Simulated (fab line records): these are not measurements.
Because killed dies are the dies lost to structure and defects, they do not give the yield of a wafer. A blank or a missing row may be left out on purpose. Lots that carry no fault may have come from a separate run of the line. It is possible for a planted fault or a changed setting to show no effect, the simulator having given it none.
Which tool did it?    flow n5_finfet    24 lots with 72 wafers sampled at 6 steps, on a route of 1938 steps

== WHAT THE GAUGES READ, wafer by wafer ==
N5_BEOL_M7_OCD_MEAS_38. Usual: trench_depth_nm reads 93.7 nm (standard deviation 2.2).
lot   measured      on      trench_depth_nm (nm)  flag
L075  day 9 01:52   ocd-01  92.4 92.2 91.8        
L074  day 9 06:59   ocd-01  94.7 92.3 94.7        
L076  day 9 18:19   ocd-01  95.5 88.6 92.0        
L077  day 9 22:53   ocd-01  93.0 92.9 96.9        
L078  day 10 02:08  ocd-01  94.3 92.9 93.3        
L080  day 10 02:08  ocd-02  93.9 96.8 95.1        
L079  day 10 02:25  ocd-02  94.5 94.9 91.2        
L081  day 11 01:27  ocd-02  96.7 92.8 94.6        
L083  day 11 04:45  ocd-02  94.0 90.8 91.3        
L082  day 11 07:23  ocd-02  94.5 97.2 93.5        
L085  day 11 13:42  ocd-02  94.0 96.0 96.8        
L084  day 12 03:16  ocd-01  92.2 94.4 91.2        
L086  day 12 03:27  ocd-02  92.5 91.8 96.2        
L087  day 12 09:00  ocd-02  94.0 96.7 92.2        
L088  day 13 04:46  ocd-02  93.0 92.9 96.9        
L089  day 13 04:48  ocd-01  96.1 89.8 90.0        
L090  day 13 16:09  ocd-02  96.5 96.5 93.4        
L091  day 13 18:56  ocd-02  92.3 93.7 93.4        
L093  day 13 22:09  ocd-02  93.8 98.8 94.2        
L094  day 14 05:27  ocd-01  95.2 95.5 92.4        
L092  day 14 07:48  ocd-02  91.3 95.4 92.6        
L095  day 14 12:20  ocd-02  93.2 90.4 92.1        
L096  day 14 15:59  ocd-01  97.9 88.9 92.6        
L097  day 14 18:01  ocd-02  93.1 93.7 89.1        

N5_BEOL_M7_THK_MEAS_53: measures by xrf. Usual: M7_THK 78.6 nm, standard deviation 2.7.
lot   measured      on             M7_THK (nm)     flag
L075  day 9 06:29   film_metro-02  77.1 76.4 77.0  
L074  day 9 10:13   film_metro-02  80.1 74.4 78.4  
L076  day 9 20:19   film_metro-01  79.2 72.1 76.9  
L077  day 10 01:22  film_metro-01  77.8 78.2 81.0  
L078  day 10 05:52  film_metro-01  78.1 77.4 76.5  
L080  day 10 05:54  film_metro-01  77.7 81.3 80.6  
L079  day 10 07:42  film_metro-01  79.4 80.4 73.5  
L081  day 11 04:26  film_metro-01  80.8 79.2 79.1  
L083  day 11 06:58  film_metro-01  79.2 75.4 76.4  
L082  day 11 10:17  film_metro-02  81.3 83.3 76.6  
L085  day 11 15:59  film_metro-01  82.8 80.4 83.0  
L084  day 12 05:40  film_metro-02  77.0 81.2 75.9  
L086  day 12 05:26  film_metro-02  77.4 75.7 81.0  
L087  day 12 11:13  film_metro-02  79.3 81.6 77.0  
L088  day 13 07:16  film_metro-01  76.5 79.0 81.3  
L089  day 13 07:20  film_metro-01  80.5 75.5 74.8  
L090  day 13 18:49  film_metro-01  79.6 80.5 78.8  
L091  day 13 21:59  film_metro-02  78.3 79.4 78.4  
L093  day 14 00:32  film_metro-01  81.2 83.6 81.4  
L094  day 14 07:53  film_metro-02  80.5 79.8 80.0  
L092  day 14 11:36  film_metro-02  76.2 80.5 79.4  
L095  day 14 14:49  film_metro-02  76.9 73.3 77.2  
L096  day 14 18:35  film_metro-01  83.9 74.0 76.2  
L097  day 14 20:11  film_metro-01  80.4 79.3 74.4  

N5_BEOL_M8_OVL_MEAS_12. Usual: M8_OVL 0.3 nm, standard deviation 0.75.
lot   measured      on          M8_OVL (nm)     flag
L075  day 9 08:10   overlay-01  -0.6 0.8 0.4    
L074  day 9 15:44   overlay-02  0.7 -0.3 -0.9   
L076  day 9 22:07   overlay-02  0.5 -0.8 0.9    
L077  day 10 02:54  overlay-02  0.3 0.1 -0.1    
L078  day 10 07:51  overlay-01  0.2 0.1 0.5     
L080  day 10 08:12  overlay-01  1.5 1.7 1.8     
L079  day 10 11:11  overlay-01  -0.5 0.0 -0.8   
L081  day 11 05:53  overlay-02  0.8 1.3 -0.1    
L083  day 11 08:22  overlay-02  0.6 -0.1 -0.4   
L082  day 11 12:02  overlay-02  -0.5 -0.5 0.8   
L085  day 11 18:31  overlay-02  0.3 0.2 0.4     
L084  day 12 09:22  overlay-02  1.5 1.6 1.8     
L086  day 12 09:12  overlay-02  -0.1 -0.1 -0.1  
L087  day 12 14:57  overlay-02  -0.8 0.1 0.2    
L088  day 13 10:13  overlay-02  -0.6 -0.6 -0.4  
L089  day 13 10:23  overlay-01  -0.5 -1.0 -0.9  
L090  day 13 20:43  overlay-02  -0.7 0.3 0.0    
L091  day 13 23:58  overlay-01  1.1 0.7 0.6     
L093  day 14 02:35  overlay-02  0.4 1.0 -0.5    
L094  day 14 10:04  overlay-02  1.7 0.4 1.3     
L092  day 14 13:50  overlay-02  0.3 0.7 0.4     
L095  day 14 16:41  overlay-01  -0.3 0.3 -0.2   
L096  day 14 20:37  overlay-01  -0.7 -0.4 -0.2  
L097  day 14 23:25  overlay-02  0.6 -0.8 0.9    

== WHICH TOOL RAN EACH LOT (tool, then ch and the chambers of the sampled wafers, then the start) ==
lot   N5_BEOL_M7_ETCH_72                  N5_BEOL_M7_PRE_CLEAN_45       N5_BEOL_M7_ALD_77
L075  rie_diel-05 ch 0,3, day 9 01:28     pvd_sputter-03, day 9 03:07   ald_metal-02 ch 0,1, day 9 03:19
L074  rie_diel-02 ch 0,2,3, day 9 06:35   pvd_sputter-02, day 9 08:08   ald_metal-03 ch 2,3, day 9 08:16
L076  rie_diel-02 ch 0,1,3, day 9 17:55   pvd_sputter-02, day 9 18:55   ald_metal-01 ch 0,2, day 9 18:59
L077  rie_diel-01 ch 1,2,3, day 9 22:29   pvd_sputter-03, day 9 23:38   ald_metal-01 ch 0,1,3, day 9 23:43
L078  rie_diel-05 ch 0,2,3, day 10 01:44  pvd_sputter-02, day 10 02:49  ald_metal-02 ch 0,1,2, day 10 02:52
L080  rie_diel-02 ch 2,3, day 10 01:44    pvd_sputter-03, day 10 02:44  ald_metal-01 ch 1,2,3, day 10 02:50
L079  rie_diel-01 ch 0,1,3, day 10 02:02  pvd_sputter-02, day 10 03:01  ald_metal-03 ch 1,2,3, day 10 03:05
L081  rie_diel-01 ch 0,1,2, day 11 01:03  pvd_sputter-01, day 11 02:03  ald_metal-01 ch 1,2,3, day 11 02:07
L083  rie_diel-01 ch 1,2, day 11 04:21    pvd_sputter-02, day 11 05:19  ald_metal-01 ch 0,1,3, day 11 05:23
L082  rie_diel-05 ch 0,1,2, day 11 06:59  pvd_sputter-01, day 11 08:03  ald_metal-02 ch 0,1,2, day 11 08:14
L085  rie_diel-01 ch 0,1,2, day 11 13:18  pvd_sputter-02, day 11 14:35  ald_metal-02 ch 0,1,2, day 11 14:38
L084  rie_diel-01 ch 1,2,3, day 12 02:53  pvd_sputter-03, day 12 04:08  ald_metal-03 ch 0,1,2, day 12 04:12
L086  rie_diel-05 ch 1,2,3, day 12 03:03  pvd_sputter-01, day 12 04:02  ald_metal-02 ch 0,2, day 12 04:05
L087  rie_diel-05 ch 0,1, day 12 08:36    pvd_sputter-03, day 12 09:35  ald_metal-02 ch 1,3, day 12 09:43
L088  rie_diel-05 ch 0,1,2, day 13 04:22  pvd_sputter-03, day 13 05:29  ald_metal-03 ch 0,2, day 13 05:34
L089  rie_diel-02 ch 1,2, day 13 04:25    pvd_sputter-03, day 13 05:34  ald_metal-01 ch 0,3, day 13 05:40
L090  rie_diel-01 ch 0,1,3, day 13 15:45  pvd_sputter-03, day 13 16:51  ald_metal-03 ch 0,1,2, day 13 16:55
L091  rie_diel-05 ch 0,2, day 13 18:32    pvd_sputter-02, day 13 19:59  ald_metal-01 ch 0,1,3, day 13 20:13
L093  rie_diel-05 ch 1,2, day 13 21:45    pvd_sputter-02, day 13 23:02  ald_metal-02 ch 0,3, day 13 23:11
L094  rie_diel-01 ch 0,1,2, day 14 05:03  pvd_sputter-03, day 14 06:12  ald_metal-02 ch 0,2,3, day 14 06:29
L092  rie_diel-01 ch 1,2,3, day 14 07:25  pvd_sputter-03, day 14 09:23  ald_metal-02 ch 1,2,3, day 14 09:38
L095  rie_diel-05 ch 2,3, day 14 11:56    pvd_sputter-03, day 14 13:20  ald_metal-03 ch 0,2,3, day 14 13:24
L096  rie_diel-02 ch 0,1,2, day 14 15:35  pvd_sputter-01, day 14 17:10  ald_metal-03 ch 1,2, day 14 17:14
L097  rie_diel-02 ch 0,1, day 14 17:38    pvd_sputter-01, day 14 18:40  ald_metal-01 ch 0,2,3, day 14 18:49
- N5_BEOL_M7_ETCH_72: etches underlayer in N2/H2, target depth 6.5 nm, time 5.2 s.
- N5_BEOL_M7_PRE_CLEAN_45: time 30 s.
- N5_BEOL_M7_ALD_77: deposits TaN, target thk 2 nm, pulse time 2 s, purge time 3 s.

== AS READ BY THE TOOLS THEMSELVES (means over the sampled wafers that have a number; for cases with no such wafer, the mark the record gives instead) ==
N5_BEOL_M7_ETCH_72. Usual: drypump_motor_current_A 5.9 A, standard deviation 0.31; etch_rf_on_time_s 5.15 s, standard deviation 0.15; oes_product_au 0.68 a.u., standard deviation 0.073; rf_vpp_V 523.5 V, standard deviation 2.6; showerhead_plenum_p_Torr 2.55 Torr, standard deviation 0.083; throttle_valve_pct 17.93 %, standard deviation 0.23.
lot   tool         drypump_motor_current_A (A)  etch_rf_on_time_s (s)  oes_product_au (a.u.)  rf_vpp_V (V)  showerhead_plenum_p_Torr (Torr)  throttle_valve_pct (%)  flag
L075  rie_diel-05  5.9                          5.25                   0.63                   525.8         2.59                             17.97                   
L074  rie_diel-02  6.0                          5.09                   0.76                   525.9         2.66                             17.94                   
L076  rie_diel-02  6.1                          5.24                   0.67                   526.6         2.59                             17.97                   
L077  rie_diel-01  5.9                          5.18                   0.68                   522.7         2.52                             17.75                   
L078  rie_diel-05  5.8                          5.22                   0.66                   522.9         2.54                             17.92                   
L080  rie_diel-02  6.1                          4.99                   0.81                   526.6         2.64                             17.87                   
L079  rie_diel-01  6.1                          5.10                   0.69                   523.3         2.52                             17.75                   
L081  rie_diel-01  6.0                          5.01                   0.73                   524.7         2.58                             17.66                   
L083  rie_diel-01  5.8                          5.15                   0.72                   523.7         2.57                             17.66                   
L082  rie_diel-05  5.6                          5.04                   0.67                   521.9         2.49                             18.08                   
L085  rie_diel-01  5.9                          5.09                   0.72                   524.0         2.58                             17.65                   
L084  rie_diel-01  5.9                          5.23                   0.67                   521.9         2.51                             17.77                   
L086  rie_diel-05  5.8                          5.09                   0.66                   523.9         2.52                             18.03                   
L087  rie_diel-05  5.5                          5.18                   0.63                   522.7         2.50                             18.22                   
L088  rie_diel-05  5.6                          5.15                   0.65                   522.7         2.48                             18.10                   
L089  rie_diel-02  6.5                          5.27                   0.65                   524.2         2.60                             18.07                   
L090  rie_diel-01  6.1                          5.10                   0.67                   522.8         2.51                             17.77                   
L091  rie_diel-05  5.6                          5.18                   0.65                   523.0         2.50                             18.03                   
L093  rie_diel-05  5.6                          5.12                   0.69                   521.8         2.46                             17.97                   
L094  rie_diel-01  5.9                          5.09                   0.70                   524.5         2.57                             17.68                   
L092  rie_diel-01  5.9                          5.21                   0.65                   522.9         2.51                             17.78                   
L095  rie_diel-05  5.8                          5.16                   0.66                   522.7         2.51                             17.85                   
L096  rie_diel-02  6.1                          5.22                   0.64                   525.9         2.63                             18.09                   
L097  rie_diel-02  5.9                          5.33                   0.58                   523.9         2.59                             18.09                   

N5_BEOL_M7_PRE_CLEAN_45. Usual: heater_power_w reads 323 W (standard deviation 34).
lot   tool            heater_power_w (W)  flag
L075  pvd_sputter-03  310                 
L074  pvd_sputter-02  345                 
L076  pvd_sputter-02  350                 
L077  pvd_sputter-03  306                 
L078  pvd_sputter-02  366                 
L080  pvd_sputter-03  308                 
L079  pvd_sputter-02  366                 
L081  pvd_sputter-01  285                 
L083  pvd_sputter-02  339                 
L082  pvd_sputter-01  337                 
L085  pvd_sputter-02  353                 
L084  pvd_sputter-03  301                 
L086  pvd_sputter-01  284                 
L087  pvd_sputter-03  302                 
L088  pvd_sputter-03  291                 
L089  pvd_sputter-03  300                 
L090  pvd_sputter-03  302                 
L091  pvd_sputter-02  363                 
L093  pvd_sputter-02  338                 
L094  pvd_sputter-03  311                 
L092  pvd_sputter-03  304                 
L095  pvd_sputter-03  296                 
L096  pvd_sputter-01  288                 
L097  pvd_sputter-01  322                 

N5_BEOL_M7_ALD_77. Usual: chamber_pressure_Torr 3.001 Torr, standard deviation 0.0065; heater_power_outer_w 222 W, standard deviation 19; heater_power_w 413 W, standard deviation 38.
lot   tool          chamber_pressure_Torr (Torr)  heater_power_outer_w (W)  heater_power_w (W)  flag
L075  ald_metal-02  3.000                         202                       366                 
L074  ald_metal-03  3.001                         227                       434                 
L076  ald_metal-01  2.998                         240                       451                 
L077  ald_metal-01  2.996                         236                       438                 
L078  ald_metal-02  2.998                         205                       389                 
L080  ald_metal-01  3.006                         241                       425                 
L079  ald_metal-03  3.006                         212                       395                 
L081  ald_metal-01  3.002                         240                       427                 
L083  ald_metal-01  3.000                         238                       439                 
L082  ald_metal-02  3.002                         207                       394                 
L085  ald_metal-02  2.997                         208                       386                 
L084  ald_metal-03  3.003                         206                       389                 
L086  ald_metal-02  3.002                         204                       396                 
L087  ald_metal-02  3.002                         214                       376                 
L088  ald_metal-03  2.997                         217                       413                 
L089  ald_metal-01  3.005                         222                       429                 
L090  ald_metal-03  3.001                         207                       384                 
L091  ald_metal-01  2.999                         232                       440                 
L093  ald_metal-02  3.009                         205                       385                 
L094  ald_metal-02  2.999                         217                       397                 
L092  ald_metal-02  3.003                         219                       393                 
L095  ald_metal-03  2.999                         221                       425                 
L096  ald_metal-03  2.998                         200                       367                 
L097  ald_metal-01  2.996                         230                       443                 

== THE ANSWER, worked out from the rows above alone ==
Rule: lot off if the mean of its wafers having a number is beyond 3 standard deviations from the usual mean. Also off: a lot with no number at a reading for which 4 or more lots have one. Any other lot the step has rows for is counted as sound. First the gauges in route order, then the tools' own readings, where a lot's mean is used as printed above. At the first step where some lot is off, the reading lying furthest off is the one used; lots without a number count as furthest.
None of the lots is off at any reading shown; this tells nothing.

== WHAT WAS PUT IN BY THE SIMULATOR ==
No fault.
